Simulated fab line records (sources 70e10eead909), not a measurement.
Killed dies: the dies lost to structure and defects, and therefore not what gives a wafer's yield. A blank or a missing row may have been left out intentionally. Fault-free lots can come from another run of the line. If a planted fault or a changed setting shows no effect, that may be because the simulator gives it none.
Which tool did it? | flow nand-harc | 39 wafers from 13 lots sampled at 5 of the route's 1159 steps

== WHAT THE GAUGES READ, wafer by wafer ==
NHARC_A_SOURCE_PLATE_INSPECT_08. Usual: raw-defect-count reads 62 (standard deviation 28).
lot  | measured     | on                | raw-defect-count | flag
L769 | day 8 01:06  | defect-inspect-02 | 110 57 48        |
L772 | day 8 12:45  | defect-inspect-02 | 129 85 84        |
L773 | day 8 12:47  | defect-inspect-01 | 75 52 65         |
L774 | day 8 23:46  | defect-inspect-02 | 61 23 52         |
L776 | day 9 06:58  | defect-inspect-01 | 75 72 57         |
L775 | day 9 06:58  | defect-inspect-02 | 46 31 47         |
L777 | day 9 16:28  | defect-inspect-02 | 29 22 37         |
L778 | day 9 21:06  | defect-inspect-02 | 28 37 65         |
L779 | day 10 13:41 | defect-inspect-02 | 37 70 31         |
L789 | day 12 15:18 | defect-inspect-01 | 33 31 31         |
L788 | day 12 15:19 | defect-inspect-02 | 112 67 95        |
L790 | day 12 20:15 | defect-inspect-02 | 37 57 34         |
L791 | day 12 20:15 | defect-inspect-01 | 52 84 47         |

NHARC_A_ONON_D1_THK_MEAS_27: measures by ellipsometry. Usual: thk-nm reads 1000 nm (standard deviation 7.9).
lot  | measured     | on            | thk-nm (nm)    | flag
L769 | day 8 15:02  | film-metro-01 | 997 999 998    |
L772 | day 9 04:10  | film-metro-02 | 1000 1001 999  |
L773 | day 9 04:02  | film-metro-02 | 1010 1011 1011 |
L774 | day 9 13:25  | film-metro-02 | 994 995 994    |
L776 | day 9 18:38  | film-metro-02 | 991 991 989    |
L775 | day 9 18:38  | film-metro-01 | 998 997 997    |
L777 | day 10 04:04 | film-metro-02 | 1013 1013 1012 |
L778 | day 10 08:44 | film-metro-01 | 994 994 995    |
L779 | day 11 02:07 | film-metro-02 | 1006 1005 1006 |
L789 | day 13 02:57 | film-metro-02 | 987 988 988    |
L788 | day 13 02:58 | film-metro-01 | 999 998 998    |
L790 | day 13 10:24 | film-metro-01 | 994 993 993    |
L791 | day 13 10:26 | film-metro-02 | 999 997 999    |

NHARC_END_SORT_01. Usual: killed-at-array 25, standard deviation 7.8; killed-at-other 0.6, standard deviation 0.81; killed-at-periphery 3.3, standard deviation 2.2; killed-dies 29, standard deviation 8.2; killed-open 3.5, standard deviation 1.9; killed-short 1.8, standard deviation 1.3.
lot  | measured     | on        | killed-at-array | killed-at-other | killed-at-periphery | killed-dies | killed-open | killed-short | flag
L776 | day 20 17:33 | prober-01 | 674 676 671     | 1 0 1           | 2 1 5               | 677 677 677 | 5 2 4       | 3 0 0        | OFF
L777 | day 21 18:49 | prober-02 | 673 673 673     | 1 2 1           | 3 2 3               | 677 677 677 | 5 3 8       | 2 0 1        | OFF
L779 | day 23 04:03 | prober-02 | 671 676 672     | 3 0 3           | 3 1 2               | 677 677 677 | 3 4 2       | 1 5 1        | OFF

== WHICH TOOL RAN EACH LOT (tool, then ch and the chambers of the sampled wafers, then the start) ==
lot  | NHARC_A_CHANNEL_HOLE_D1_DEP_00                                  | NHARC_A_CHANNEL_HOLE_D1_DESCUM_15
L769 | acl-dep-03 ch 0, day 8 16:37                                    | rie-diel-05 ch 1,3, day 8 19:29
L772 | acl-dep-01 ch 0, day 9 06:41                                    | rie-diel-05 ch 0,1,2, day 9 09:32
L773 | acl-dep-03 ch 0, day 9 05:12                                    | rie-diel-10 ch 0,1,3, day 9 08:25
L774 | acl-dep-03 ch 0, day 9 15:58                                    | rie-diel-10 ch 0,1,2, day 9 18:50
L776 | acl-dep-03 ch 0, day 9 22:01                                    | rie-diel-05 ch 0,1,2, day 10 02:22
L775 | acl-dep-02 ch 0, day 9 22:07                                    | rie-diel-10 ch 2,3, day 10 00:30
L777 | acl-dep-03 ch 0, day 10 05:33 and acl-dep-01 ch 0, day 10 07:41 | rie-diel-10 ch 0,2,3, day 10 10:25
L778 | acl-dep-01 ch 0, day 10 13:22                                   | rie-diel-10 ch 0,2,3, day 10 15:53
L779 | acl-dep-01 ch 0, day 11 05:49                                   | rie-diel-05 ch 1,2, day 11 12:05
L789 | acl-dep-03 ch 0, day 13 05:49                                   | rie-diel-05 ch 2,3, day 13 08:32
L788 | acl-dep-01 ch 0, day 13 06:22                                   | rie-diel-03 ch 0,2, day 13 08:53
L790 | acl-dep-03 ch 0, day 13 16:37                                   | rie-diel-05 ch 0,2,3, day 13 19:25
L791 | acl-dep-02 ch 0, day 13 18:06                                   | rie-diel-03 ch 0,1, day 13 20:17
- NHARC_A_CHANNEL_HOLE_D1_DEP_00: deposits aC, target thk 3100 nm.
- NHARC_A_CHANNEL_HOLE_D1_DESCUM_15: chemistry O2, time 3 s.

== WHAT THE TOOLS THEMSELVES READ (means of the sampled wafers that have a number; where no wafer has one, the mark that the record gives instead) ==
NHARC_A_CHANNEL_HOLE_D1_DEP_00. Usual: susceptor-temp-C 400.01 C, standard deviation 0.22; throttle-valve-pct 35.000 %, standard deviation 0.0091.
lot  | tool                  | susceptor-temp-C (C) | throttle-valve-pct (%) | flag
L769 | acl-dep-03            | 399.98               | 35.016                 |
L772 | acl-dep-01            | 400.24               | 34.998                 |
L773 | acl-dep-03            | 400.14               | 35.001                 |
L774 | acl-dep-03            | 400.00               | 35.002                 |
L776 | acl-dep-03            | 400.10               | 35.002                 |
L775 | acl-dep-02            | 400.23               | 34.991                 |
L777 | acl-dep-03/acl-dep-01 | 399.98               | 34.999                 |
L778 | acl-dep-01            | 399.77               | 34.999                 |
L779 | acl-dep-01            | 400.01               | 35.000                 |
L789 | acl-dep-03            | 399.85               | 35.011                 |
L788 | acl-dep-01            | -                    | 35.007                 | OFF
L790 | acl-dep-03            | -                    | 35.007                 | OFF
L791 | acl-dep-02            | 400.07               | 35.001                 |

NHARC_A_CHANNEL_HOLE_D1_DESCUM_15. Usual: drypump-motor-current-A 5.7 A, standard deviation 0.47; o2-flow-sccm 200.0 sccm, standard deviation 0.55; oes-product-au 1.000 a.u., standard deviation 0.014; rf-vpp-V 57.9 V, standard deviation 0.96; showerhead-plenum-p-Torr 1.93 Torr, standard deviation 0.09; throttle-valve-pct 11.311 %, standard deviation 0.0081.
lot  | tool        | drypump-motor-current-A (A) | o2-flow-sccm (sccm) | oes-product-au (a.u.) | rf-vpp-V (V) | showerhead-plenum-p-Torr (Torr) | throttle-valve-pct (%) | flag
L769 | rie-diel-05 | 6.0                         | 199.8               | 0.998                 | 57.6         | 1.97                            | 11.308                 |
L772 | rie-diel-05 | 5.9                         | 200.5               | 1.009                 | 57.4         | 1.97                            | 11.315                 |
L773 | rie-diel-10 | 5.5                         | 200.0               | 0.995                 | 57.4         | 1.92                            | 11.307                 |
L774 | rie-diel-10 | 5.6                         | 199.7               | 1.000                 | 57.1         | 1.84                            | 11.319                 |
L776 | rie-diel-05 | 5.8                         | 200.1               | 1.006                 | 57.9         | 1.97                            | 11.306                 |
L775 | rie-diel-10 | 5.2                         | 200.1               | 0.984                 | 58.3         | 1.90                            | 11.302                 |
L777 | rie-diel-10 | 5.4                         | 200.3               | 0.997                 | 58.0         | 1.91                            | 11.304                 |
L778 | rie-diel-10 | 5.4                         | 200.3               | 0.996                 | 57.8         | 1.91                            | 11.306                 |
L779 | rie-diel-05 | 6.2                         | 200.1               | 0.999                 | 57.8         | 1.99                            | 11.315                 |
L789 | rie-diel-05 | 5.4                         | 200.8               | 1.006                 | 57.6         | 1.89                            | 11.317                 |
L788 | rie-diel-03 | 5.5                         | 200.1               | 1.014                 | 58.2         | 2.03                            | 11.317                 |
L790 | rie-diel-05 | 5.5                         | 199.5               | 0.993                 | 57.9         | 1.93                            | 11.310                 |
L791 | rie-diel-03 | 5.9                         | 200.0               | 1.022                 | 58.3         | 1.90                            | 11.311                 |

== THE ANSWER, worked out from the rows above alone ==
Rule: take the mean of a lot's wafers that have a number; if it is more than 3 standard deviations from the usual mean, the lot is off. Also off: a lot with no number at a reading for which 4 or more lots have one. All remaining lots with rows at the step are treated as sound. First the gauges in route order, then the tools' own readings, where a lot's mean is used as printed above. The first step at which some lot is off is used, and at that step the reading that is off furthest; a lot without a number counts as furthest.
Off at NHARC_END_SORT_01 (killed-at-array): L776, L777, L779. Neither off nor sound, because the step has no rows for them: L769, L772, L773, L774, L775, L778, L789, L788, L790, L791.
If a tool, at a process step before that reading, ran all the lots that are off and no sound lot after the first of them, it fits. Gauges at NHARC_END_SORT_01: tried the same way as those tools. Not one of the candidates tried fits.

== WHAT HAD BEEN PUT IN BY THE SIMULATOR ==
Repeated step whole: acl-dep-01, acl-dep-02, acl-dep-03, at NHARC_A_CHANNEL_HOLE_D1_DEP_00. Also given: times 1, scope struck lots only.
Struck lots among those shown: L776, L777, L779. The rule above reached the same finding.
